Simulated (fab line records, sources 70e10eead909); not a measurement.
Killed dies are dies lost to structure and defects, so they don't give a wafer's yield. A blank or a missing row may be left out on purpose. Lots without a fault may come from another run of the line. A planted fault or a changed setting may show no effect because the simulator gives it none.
Chamber matching | flow nand_harc | NHARC_P_M1_STRIP_18 on rie_diel-11: 4 sister chambers
The step strips in N2/H2. 4 wafers are shown with their chamber, then 9 later ones without.

WAFERS WITH THEIR CHAMBER
wafer  | chamber | drypump_motor_current_A (A)
L286.6 | 2       | 6.4
L293.1 | 1       | 5.0
L293.2 | 0       | 6.0
L293.4 | 3       | 5.8

WAFERS WITHOUT THEIR CHAMBER
wafer  | drypump_motor_current_A (A)
L296.1 | 6.3
L296.4 | 6.0
L296.5 | 6.0
L300.1 | 5.8
L300.3 | 6.0
L300.4 | 5.0
L303.2 | 6.3
L303.5 | 5.0
L303.6 | 6.3

WHICH CHAMBER EACH WENT THROUGH
wafer  | from the rows above | in truth
L296.1 | 2                   | 2
L296.4 | 0                   | 0
L296.5 | 0                   | 0
L300.1 | 3                   | 3
L300.3 | 0                   | 0
L300.4 | 1                   | 1
L303.2 | 2                   | 2
L303.5 | 1                   | 1
L303.6 | 2                   | 2
Placed correctly: 9 of 9. Can't be placed from these rows: 0. Placed wrongly: 0.
How it was worked out, from the rows above alone: a wafer's distance from a chamber is the root of the sum, over the readings, of the square of ((its reading less the chamber's mean) divided by the reading's scatter). The wafer belongs to the nearest chamber; if the next one is less than 2 further off, it can't be placed. A chamber's mean is the mean of its shown wafers. The scatter: with one shown wafer a chamber, the root of the mean of the squares of how far each hidden wafer lies from its nearest shown one.
